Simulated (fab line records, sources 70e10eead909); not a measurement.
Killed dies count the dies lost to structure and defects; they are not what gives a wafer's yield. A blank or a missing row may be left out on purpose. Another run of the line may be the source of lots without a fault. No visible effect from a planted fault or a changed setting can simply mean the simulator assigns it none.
Chamber matching / flow nand harc / NHARC_A_STAIRCASE_DESCUM_186 on rie diel-13: 4 sister chambers
The step chemistry O2, time 3 s. 8 wafers are shown with their chamber, then 11 later ones without.

## WAFERS, EACH WITH ITS CHAMBER
wafer=L084.1; chamber=2; showerhead plenum p Torr (Torr)=1.83; drypump motor current A (A)=6.3
wafer=L084.4; chamber=3; showerhead plenum p Torr (Torr)=1.90; drypump motor current A (A)=5.4
wafer=L089.5; chamber=0; showerhead plenum p Torr (Torr)=1.96; drypump motor current A (A)=5.9
wafer=L089.6; chamber=1; showerhead plenum p Torr (Torr)=2.05; drypump motor current A (A)=5.7
wafer=L085.1; chamber=2; showerhead plenum p Torr (Torr)=1.82; drypump motor current A (A)=6.4
wafer=L085.3; chamber=3; showerhead plenum p Torr (Torr)=1.90; drypump motor current A (A)=5.4
wafer=L085.5; chamber=0; showerhead plenum p Torr (Torr)=1.96; drypump motor current A (A)=5.9
wafer=L091.3; chamber=1; showerhead plenum p Torr (Torr)=2.05; drypump motor current A (A)=5.7

## WAFERS WHOSE CHAMBER IS MISSING
wafer=L091.5; showerhead plenum p Torr (Torr)=2.05; drypump motor current A (A)=5.7
wafer=L091.6; showerhead plenum p Torr (Torr)=1.95; drypump motor current A (A)=5.9
wafer=L093.2; showerhead plenum p Torr (Torr)=2.05; drypump motor current A (A)=5.7
wafer=L093.4; showerhead plenum p Torr (Torr)=1.82; drypump motor current A (A)=6.4
wafer=L093.6; showerhead plenum p Torr (Torr)=1.82; drypump motor current A (A)=6.3
wafer=L094.1; showerhead plenum p Torr (Torr)=1.89; drypump motor current A (A)=5.4
wafer=L094.2; showerhead plenum p Torr (Torr)=2.05; drypump motor current A (A)=5.7
wafer=L094.5; showerhead plenum p Torr (Torr)=1.82; drypump motor current A (A)=6.4
wafer=L097.1; showerhead plenum p Torr (Torr)=1.89; drypump motor current A (A)=5.4
wafer=L097.2; showerhead plenum p Torr (Torr)=2.04; drypump motor current A (A)=5.7
wafer=L097.3; showerhead plenum p Torr (Torr)=1.95; drypump motor current A (A)=5.9

## EACH ONE'S CHAMBER
wafer=L091.5; from the rows above=1; in truth=1
wafer=L091.6; from the rows above=0; in truth=0
wafer=L093.2; from the rows above=1; in truth=1
wafer=L093.4; from the rows above=2; in truth=2
wafer=L093.6; from the rows above=2; in truth=2
wafer=L094.1; from the rows above=3; in truth=3
wafer=L094.2; from the rows above=1; in truth=1
wafer=L094.5; from the rows above=2; in truth=2
wafer=L097.1; from the rows above=3; in truth=3
wafer=L097.2; from the rows above=1; in truth=1
wafer=L097.3; from the rows above=0; in truth=0
Correctly placed: 11 of 11. Not placeable from these rows: 0. Number placed wrongly: 0.
How it was worked out, from the rows above alone: a wafer's distance from a chamber is the root of the sum, over the readings, of the square of ((its reading less the chamber's mean) divided by the reading's scatter). If the next closest chamber is less than 2 further off than the closest, the wafer can't be placed; otherwise it belongs to the closest. A chamber's mean is the mean of its shown wafers. The scatter: take each reading less its chamber's mean, square it, sum over the shown wafers, divide by the number of wafers less the number of chambers, and take the root.
